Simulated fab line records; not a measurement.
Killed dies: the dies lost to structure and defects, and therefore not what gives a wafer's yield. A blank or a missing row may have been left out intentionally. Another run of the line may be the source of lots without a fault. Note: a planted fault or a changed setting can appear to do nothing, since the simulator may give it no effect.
Which of the tools did it? || flow nand harc || 14 lots with 42 wafers sampled at 6 steps, on a route of 1302 steps

## WHAT EACH GAUGE READ, for each wafer
NHARC_A_M0_CD_MEAS_09: the cd target is 80 nm.
{"lot": "L360", "measured": "day 23 03:47", "on": "cd sem-02", "cd nm (nm)": "79.7 79.7 79.7"}
{"lot": "L363", "measured": "day 24 05:23", "on": "cd sem-01", "cd nm (nm)": "80.0 80.1 79.8"}
{"lot": "L362", "measured": "day 24 06:13", "on": "cd sem-02", "cd nm (nm)": "80.7 80.7 80.8"}
{"lot": "L364", "measured": "day 24 23:16", "on": "cd sem-02", "cd nm (nm)": "80.0 79.5 79.9"}
{"lot": "L365", "measured": "day 25 04:51", "on": "cd sem-03", "cd nm (nm)": "79.4 79.5 79.1"}
{"lot": "L366", "measured": "day 25 09:04", "on": "cd sem-02", "cd nm (nm)": "79.2 80.0 80.5"}
{"lot": "L368", "measured": "day 26 01:57", "on": "cd sem-03", "cd nm (nm)": "79.2 79.6 79.1"}
{"lot": "L367", "measured": "day 26 04:04", "on": "cd sem-01", "cd nm (nm)": "79.5 79.7 80.0"}
{"lot": "L370", "measured": "day 26 23:50", "on": "cd sem-02", "cd nm (nm)": "80.0 80.2 80.2"}
{"lot": "L371", "measured": "day 27 14:52", "on": "cd sem-02", "cd nm (nm)": "80.7 80.2 80.2"}
{"lot": "L376", "measured": "day 29 23:04", "on": "cd sem-01", "cd nm (nm)": "80.4 80.7 80.8"}
{"lot": "L380", "measured": "day 31 11:16", "on": "cd sem-02", "cd nm (nm)": "79.4 68.4 79.1"}
{"lot": "L379", "measured": "day 31 20:38", "on": "cd sem-01", "cd nm (nm)": "79.8 79.6 68.8"}
{"lot": "L382", "measured": "day 32 00:07", "on": "cd sem-03", "cd nm (nm)": "79.1 79.1 78.9"}

NHARC_A_M0_INSPECT_11.
{"lot": "L360", "measured": "day 23 03:55", "on": "defect inspect-02", "raw defect count": "85 85 80"}
{"lot": "L363", "measured": "day 24 05:30", "on": "defect inspect-02", "raw defect count": "75 71 63"}
{"lot": "L362", "measured": "day 24 06:20", "on": "defect inspect-02", "raw defect count": "89 103 97"}
{"lot": "L364", "measured": "day 24 23:23", "on": "defect inspect-01", "raw defect count": "115 110 110"}
{"lot": "L365", "measured": "day 25 04:58", "on": "defect inspect-01", "raw defect count": "25 27 34"}
{"lot": "L366", "measured": "day 25 09:11", "on": "defect inspect-02", "raw defect count": "151 167 169"}
{"lot": "L368", "measured": "day 26 02:04", "on": "defect inspect-01", "raw defect count": "27 36 38"}
{"lot": "L367", "measured": "day 26 04:11", "on": "defect inspect-02", "raw defect count": "163 164 185"}
{"lot": "L370", "measured": "day 26 23:57", "on": "defect inspect-01", "raw defect count": "44 45 45"}
{"lot": "L371", "measured": "day 27 14:59", "on": "defect inspect-01", "raw defect count": "107 106 100"}
{"lot": "L376", "measured": "day 29 23:11", "on": "defect inspect-01", "raw defect count": "66 64 69"}
{"lot": "L380", "measured": "day 31 11:23", "on": "defect inspect-01", "raw defect count": "85 66 73"}
{"lot": "L379", "measured": "day 31 20:46", "on": "defect inspect-02", "raw defect count": "83 92 107"}
{"lot": "L382", "measured": "day 32 00:14", "on": "defect inspect-01", "raw defect count": "30 45 43"}

NHARC_A_M0_CD_MEAS_16.
{"lot": "L360", "measured": "day 23 04:16", "on": "cd sem-02", "cd nm (nm)": "79.8 79.7 79.7"}
{"lot": "L363", "measured": "day 24 05:52", "on": "cd sem-01", "cd nm (nm)": "80.6 80.5 80.7"}
{"lot": "L362", "measured": "day 24 06:42", "on": "cd sem-02", "cd nm (nm)": "80.0 80.7 80.5"}
{"lot": "L364", "measured": "day 24 23:45", "on": "cd sem-02", "cd nm (nm)": "80.2 80.1 80.5"}
{"lot": "L365", "measured": "day 25 05:20", "on": "cd sem-02", "cd nm (nm)": "78.6 79.4 79.4"}
{"lot": "L366", "measured": "day 25 09:44", "on": "cd sem-01", "cd nm (nm)": "79.5 80.2 79.6"}
{"lot": "L368", "measured": "day 26 02:26", "on": "cd sem-02", "cd nm (nm)": "80.1 79.9 79.8"}
{"lot": "L367", "measured": "day 26 04:33", "on": "cd sem-01", "cd nm (nm)": "79.0 80.1 79.8"}
{"lot": "L370", "measured": "day 27 00:19", "on": "cd sem-02", "cd nm (nm)": "80.3 79.0 80.0"}
{"lot": "L371", "measured": "day 27 15:21", "on": "cd sem-03", "cd nm (nm)": "80.0 80.2 80.2"}
{"lot": "L376", "measured": "day 29 23:33", "on": "cd sem-01", "cd nm (nm)": "81.0 80.7 79.8"}
{"lot": "L380", "measured": "day 31 11:45", "on": "cd sem-02", "cd nm (nm)": "79.9 67.9 79.6"}
{"lot": "L379", "measured": "day 31 21:08", "on": "cd sem-03", "cd nm (nm)": "79.7 79.3 68.1"}
{"lot": "L382", "measured": "day 32 00:36", "on": "cd sem-01", "cd nm (nm)": "79.6 78.6 78.6"}

## WHICH TOOL RAN EACH LOT (tool, then ch and the chambers of the sampled wafers, then the start)
{"lot": "L360", "NHARC_A_BLC_ETCH_17": "rie diel-03 ch 0,2,3, day 23 01:35 or earlier", "NHARC_A_BLC_DEGAS_30": "pvd sputter-01, day 23 01:35", "NHARC_A_M0_EXPOSE_06": "arfi scanner-01 ch 0, day 23 03:39"}
{"lot": "L363", "NHARC_A_BLC_ETCH_17": "rie diel-10 ch 0,1,3, day 24 02:55 or earlier", "NHARC_A_BLC_DEGAS_30": "pvd sputter-03, day 24 02:55", "NHARC_A_M0_EXPOSE_06": "arfi scanner-02 ch 0, day 24 05:14"}
{"lot": "L362", "NHARC_A_BLC_ETCH_17": "rie diel-10 ch 0,1,3, day 24 03:56 or earlier", "NHARC_A_BLC_DEGAS_30": "pvd sputter-03, day 24 03:56", "NHARC_A_M0_EXPOSE_06": "arfi scanner-01 ch 0, day 24 06:05"}
{"lot": "L364", "NHARC_A_BLC_ETCH_17": "rie diel-03 ch 0,2,3, day 24 20:59 or earlier", "NHARC_A_BLC_DEGAS_30": "pvd sputter-03, day 24 20:59", "NHARC_A_M0_EXPOSE_06": "arfi scanner-02 ch 0, day 24 23:08"}
{"lot": "L365", "NHARC_A_BLC_ETCH_17": "rie diel-10 ch 1,2, day 25 02:35 or earlier", "NHARC_A_BLC_DEGAS_30": "pvd sputter-03, day 25 02:35", "NHARC_A_M0_EXPOSE_06": "arfi scanner-03 ch 0, day 25 04:43"}
{"lot": "L366", "NHARC_A_BLC_ETCH_17": "rie diel-10 ch 1,2,3, day 25 06:46 or earlier", "NHARC_A_BLC_DEGAS_30": "pvd sputter-03, day 25 06:46", "NHARC_A_M0_EXPOSE_06": "arfi scanner-02 ch 0, day 25 08:55"}
{"lot": "L368", "NHARC_A_BLC_ETCH_17": "rie diel-03 ch 0,3, day 25 23:41 or earlier", "NHARC_A_BLC_DEGAS_30": "pvd sputter-02, day 25 23:41", "NHARC_A_M0_EXPOSE_06": "arfi scanner-01 ch 0, day 26 01:49"}
{"lot": "L367", "NHARC_A_BLC_ETCH_17": "rie diel-03 ch 1,2,3, day 26 01:55 or earlier", "NHARC_A_BLC_DEGAS_30": "pvd sputter-03, day 26 01:55", "NHARC_A_M0_EXPOSE_06": "arfi scanner-01 ch 0, day 26 03:55"}
{"lot": "L370", "NHARC_A_BLC_ETCH_17": "rie diel-03 ch 0,2, day 26 21:41 or earlier", "NHARC_A_BLC_DEGAS_30": "pvd sputter-02, day 26 21:41", "NHARC_A_M0_EXPOSE_06": "arfi scanner-01 ch 0, day 26 23:41"}
{"lot": "L371", "NHARC_A_BLC_ETCH_17": "rie diel-10 ch 0,1,2, day 27 12:35 or earlier", "NHARC_A_BLC_DEGAS_30": "pvd sputter-01, day 27 12:35", "NHARC_A_M0_EXPOSE_06": "arfi scanner-03 ch 0, day 27 14:44"}
{"lot": "L376", "NHARC_A_BLC_ETCH_17": "rie diel-03 ch 1,2,3, day 29 20:46 or earlier", "NHARC_A_BLC_DEGAS_30": "pvd sputter-01, day 29 20:46", "NHARC_A_M0_EXPOSE_06": "arfi scanner-02 ch 0, day 29 22:55"}
{"lot": "L380", "NHARC_A_BLC_ETCH_17": "rie diel-03 ch 0,1,2, day 31 09:07 or earlier", "NHARC_A_BLC_DEGAS_30": "pvd sputter-01, day 31 09:07", "NHARC_A_M0_EXPOSE_06": "arfi scanner-03 ch 0, day 31 11:08"}
{"lot": "L379", "NHARC_A_BLC_ETCH_17": "rie diel-10 ch 0,1,3, day 31 17:43 or earlier", "NHARC_A_BLC_DEGAS_30": "pvd sputter-02, day 31 17:43", "NHARC_A_M0_EXPOSE_06": "arfi scanner-03 ch 0, day 31 20:30"}
{"lot": "L382", "NHARC_A_BLC_ETCH_17": "rie diel-10 ch 0,2, day 31 21:49 or earlier", "NHARC_A_BLC_DEGAS_30": "pvd sputter-03, day 31 21:49", "NHARC_A_M0_EXPOSE_06": "arfi scanner-01 ch 0, day 31 23:58"}
- NHARC_A_BLC_ETCH_17: etches the open film in N2/H2, target depth 390 nm, time 609.38 s.
- NHARC_A_BLC_DEGAS_30: time 60 s.
- NHARC_A_M0_EXPOSE_06: exposes mask A M0, target cd 80 nm.

## WHAT THE TOOLS THEMSELVES READ (means of the sampled wafers that have a number; where no wafer has one, the mark that the record gives instead)
NHARC_A_BLC_ETCH_17.
{"lot": "L360", "tool": "rie diel-03", "bias w (W)": 149.8, "chamber pressure mTorr (mTorr)": 30.006, "drypump motor current A (A)": 5.5, "oes product au (a.u.)": 0.999, "rf vpp V (V)": 430.6, "showerhead plenum p Torr (Torr)": 2.07, "throttle valve pct (%)": 14.168}
{"lot": "L363", "tool": "rie diel-10", "bias w (W)": 150.2, "chamber pressure mTorr (mTorr)": 29.982, "drypump motor current A (A)": 6.5, "oes product au (a.u.)": 1.003, "rf vpp V (V)": 429.8, "showerhead plenum p Torr (Torr)": 2.02, "throttle valve pct (%)": 14.168}
{"lot": "L362", "tool": "rie diel-10", "bias w (W)": 149.8, "chamber pressure mTorr (mTorr)": 30.001, "drypump motor current A (A)": 6.5, "oes product au (a.u.)": 1.002, "rf vpp V (V)": 430.4, "showerhead plenum p Torr (Torr)": 2.02, "throttle valve pct (%)": 14.174}
{"lot": "L364", "tool": "rie diel-03", "bias w (W)": 149.9, "chamber pressure mTorr (mTorr)": 30.004, "drypump motor current A (A)": 5.5, "oes product au (a.u.)": 0.995, "rf vpp V (V)": 430.6, "showerhead plenum p Torr (Torr)": 2.06, "throttle valve pct (%)": 14.179}
{"lot": "L365", "tool": "rie diel-10", "bias w (W)": 149.9, "chamber pressure mTorr (mTorr)": 30.008, "drypump motor current A (A)": 6.3, "oes product au (a.u.)": 0.985, "rf vpp V (V)": 429.4, "showerhead plenum p Torr (Torr)": 1.99, "throttle valve pct (%)": 14.165}
{"lot": "L366", "tool": "rie diel-10", "bias w (W)": 150.0, "chamber pressure mTorr (mTorr)": 29.995, "drypump motor current A (A)": 6.4, "oes product au (a.u.)": 0.998, "rf vpp V (V)": 430.7, "showerhead plenum p Torr (Torr)": 2.03, "throttle valve pct (%)": 14.175}
{"lot": "L368", "tool": "rie diel-03", "bias w (W)": 149.9, "chamber pressure mTorr (mTorr)": 29.983, "drypump motor current A (A)": 5.1, "oes product au (a.u.)": 1.000, "rf vpp V (V)": 429.8, "showerhead plenum p Torr (Torr)": 2.01, "throttle valve pct (%)": 14.171}
{"lot": "L367", "tool": "rie diel-03", "bias w (W)": 149.9, "chamber pressure mTorr (mTorr)": 29.975, "drypump motor current A (A)": 5.5, "oes product au (a.u.)": 0.995, "rf vpp V (V)": 428.5, "showerhead plenum p Torr (Torr)": 1.99, "throttle valve pct (%)": 14.169}
{"lot": "L370", "tool": "rie diel-03", "bias w (W)": 150.2, "chamber pressure mTorr (mTorr)": 30.031, "drypump motor current A (A)": 5.8, "oes product au (a.u.)": 1.001, "rf vpp V (V)": 432.3, "showerhead plenum p Torr (Torr)": 2.10, "throttle valve pct (%)": 14.171}
{"lot": "L371", "tool": "rie diel-10", "bias w (W)": 149.6, "chamber pressure mTorr (mTorr)": 29.974, "drypump motor current A (A)": 6.3, "oes product au (a.u.)": 1.001, "rf vpp V (V)": 430.1, "showerhead plenum p Torr (Torr)": 2.03, "throttle valve pct (%)": 14.169}
{"lot": "L376", "tool": "rie diel-03", "bias w (W)": 149.9, "chamber pressure mTorr (mTorr)": 30.009, "drypump motor current A (A)": 5.6, "oes product au (a.u.)": 0.999, "rf vpp V (V)": 429.1, "showerhead plenum p Torr (Torr)": 1.99, "throttle valve pct (%)": 14.167}
{"lot": "L380", "tool": "rie diel-03", "bias w (W)": 150.2, "chamber pressure mTorr (mTorr)": 30.003, "drypump motor current A (A)": 5.9, "oes product au (a.u.)": 0.995, "rf vpp V (V)": 431.3, "showerhead plenum p Torr (Torr)": 2.06, "throttle valve pct (%)": 14.175}
{"lot": "L379", "tool": "rie diel-10", "bias w (W)": 149.9, "chamber pressure mTorr (mTorr)": 30.004, "drypump motor current A (A)": 6.5, "oes product au (a.u.)": 1.012, "rf vpp V (V)": 429.5, "showerhead plenum p Torr (Torr)": 2.01, "throttle valve pct (%)": 14.168}
{"lot": "L382", "tool": "rie diel-10", "bias w (W)": 150.2, "chamber pressure mTorr (mTorr)": 29.971, "drypump motor current A (A)": 6.1, "oes product au (a.u.)": 1.004, "rf vpp V (V)": 431.8, "showerhead plenum p Torr (Torr)": 2.08, "throttle valve pct (%)": 14.171}

NHARC_A_BLC_DEGAS_30.
{"lot": "L360", "tool": "pvd sputter-01", "heater power w (W)": 470}
{"lot": "L363", "tool": "pvd sputter-03", "heater power w (W)": 447}
{"lot": "L362", "tool": "pvd sputter-03", "heater power w (W)": 473}
{"lot": "L364", "tool": "pvd sputter-03", "heater power w (W)": 486}
{"lot": "L365", "tool": "pvd sputter-03", "heater power w (W)": 499}
{"lot": "L366", "tool": "pvd sputter-03", "heater power w (W)": 477}
{"lot": "L368", "tool": "pvd sputter-02", "heater power w (W)": 488}
{"lot": "L367", "tool": "pvd sputter-03", "heater power w (W)": 449}
{"lot": "L370", "tool": "pvd sputter-02", "heater power w (W)": 418}
{"lot": "L371", "tool": "pvd sputter-01", "heater power w (W)": 442}
{"lot": "L376", "tool": "pvd sputter-01", "heater power w (W)": 483}
{"lot": "L380", "tool": "pvd sputter-01", "heater power w (W)": 452}
{"lot": "L379", "tool": "pvd sputter-02", "heater power w (W)": 505}
{"lot": "L382", "tool": "pvd sputter-03", "heater power w (W)": 461}

## THE ANSWER, worked out from the rows above alone
Rule: the lots themselves supply what counts as usual. Put in order of their means at a reading, lots are off if they are a third of the lots or fewer, leave a main group of 4 or more, and stand apart from it by a gap of 3 or more times the standard deviation of the main group's means; of several such gaps the widest counts. A main group is skipped when, at the precision printed for the reading in the tables above, its means are all equal. Also off: a lot with no number at a reading for which 4 or more lots have one. Any other lot the step has rows for is counted as sound. First the gauges in route order, then the tools' own readings, where a lot's mean is used as printed above. The first step at which some lot is off is used, and at that step the reading that is off furthest; a lot without a number counts as furthest.
Off: L380, L379 (NHARC_A_M0_CD_MEAS_09, cd nm). For the main group the mean is 79.9 nm and the standard deviation 0.5.
If a tool, at a process step before that reading, ran all the lots that are off and no sound lot after the first of them, it fits. Gauges at NHARC_A_M0_CD_MEAS_09: tried the same way as those tools. NHARC_A_BLC_ETCH_17: start missing for some lots; hours and lot order therefore follow NHARC_A_BLC_DEGAS_30. One fits: arfi scanner-03 at NHARC_A_M0_EXPOSE_06. A fault onset in the window from L371 (day 27 14:44, its last sound lot) to L380 (day 31 11:08, its first lot off) fits.

## WHAT THE SIMULATOR HAD INSERTED
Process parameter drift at NHARC_A_M0_EXPOSE_06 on arfi scanner-03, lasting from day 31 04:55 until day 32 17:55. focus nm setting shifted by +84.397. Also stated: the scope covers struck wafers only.
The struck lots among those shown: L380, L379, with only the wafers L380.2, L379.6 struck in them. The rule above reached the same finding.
